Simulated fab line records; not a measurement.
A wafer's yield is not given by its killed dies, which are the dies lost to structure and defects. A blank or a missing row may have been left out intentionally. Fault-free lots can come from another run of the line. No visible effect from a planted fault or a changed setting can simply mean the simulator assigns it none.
Problem report in the 8D (eight disciplines) form, filled by code + flow n5 finfet + the parts of the form that need people (team, actions taken, sign-off) are left out

== 1. THE PROBLEM ==
bias w at N5_HKMG_FIN_ETCH_31 reads a mean of 37.84 W on 6 wafers of 2 lots; wafers without a fault read 35.99 W with a standard deviation of 0.11. That is +17 standard deviations from the usual mean.
The step: etches SiARC in CF4, target depth 45.5 nm, time 75.8 s.
Earliest sighting: wafer L217.2 on rie diel-03 at day 6 10:25. At this step, 30 wafers from 10 lots have a number in the record. By rule, "out" or "out of limits" means more than 4 standard deviations away from the usual mean. Any other wafer with a number is counted as sound.

== 2. WHAT IT IS, AND WHAT IT ISN'T ==
| question                    | is                     | is not                                                                                      |
|-----------------------------|------------------------|---------------------------------------------------------------------------------------------|
| which readings at this step | bias w, rf vpp V       | drypump motor current A, oes product au, showerhead plenum p Torr, throttle valve pct       |
| which lots                  | L217, L220             | L208, L209, L214, L218, L222, L223, L228, L231                                              |
| which wafers of those lots  | all that have a number | -                                                                                           |
| read on which tools         | rie diel-03            | rie diel-04, rie diel-05                                                                    |
| when                        | from day 6 10:25       | up to then (9 sound wafers); but 15 sound wafers of L218, L222, L223, L228, L231 came after |

== 3. THE SUSPECTS, EACH WITH WHAT RULES IT OUT ==
Counting: any tool at a process step up to the reading is kept as a suspect provided that every lot that is out went through it and no sound lot did after the first of them.
- ald metal-04 at N5_HKMG_FIN_ALD_79 (deposits TiN, target thk 1.5 nm, pulse time 1 s, purge time 3 s): ruled out as a lasting fault. The sound lots L218 went through it after L217, its earliest lot that is out (day 6 08:22).
- rie diel-03 at N5_HKMG_FIN_DESCUM_17 (chemistry O2, time 7.9 s): kept. It processed each lot that is out, first L217 at day 6 10:22, and no sound lot thereafter; up to then, the last sound lot it processed was L214 at day 5 18:10.
- rie diel-03 at N5_HKMG_FIN_ETCH_31 (etches SiARC in CF4, target depth 45.5 nm, time 75.8 s): kept. It processed each lot that is out, first L217 at day 6 10:25, and no sound lot thereafter; up to then, the last sound lot it processed was L214 at day 5 18:12. On those wafers its own readings are out: bias w, rf vpp V.
Left after counting: rie diel-03 at N5_HKMG_FIN_DESCUM_17, rie diel-03 at N5_HKMG_FIN_ETCH_31.

== 4. THE CAUSE (what the simulator had put in) ==
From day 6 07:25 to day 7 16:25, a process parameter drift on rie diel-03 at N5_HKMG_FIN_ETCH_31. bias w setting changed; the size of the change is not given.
Counting left 2 suspects, and this tool is among them.

== 5. THE EFFECT CHAIN, in route order ==
Each row: a reading whose mean over the struck wafers that have a number lies more than 3 standard deviations from the usual. Readings are gone through only where the record gives a usual standard deviation; hours: the median, over the lots, of the time from a lot's start at the first step in this table giving one to that lot's start at this step; sigmas: the change measured in usual standard deviations.
| hours | step                | reading  | usual   | on struck wafers | change | sigmas |
|-------|---------------------|----------|---------|------------------|--------|--------|
| 0     | N5_HKMG_FIN_ETCH_31 | bias w   | 35.99 W | 37.84            | +1.85  | +17    |
| 0     | N5_HKMG_FIN_ETCH_31 | rf vpp V | 183.8 V | 189.3            | +5.5   | +5.0   |
Its process steps:
- N5_HKMG_FIN_ETCH_31: etches SiARC in CF4, target depth 45.5 nm, time 75.8 s.

== 6. WHAT WOULD HAVE CAUGHT IT SOONER ==
First out-of-limits reading in this record: day 6 10:25, which is 3 hours after fault onset at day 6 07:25.
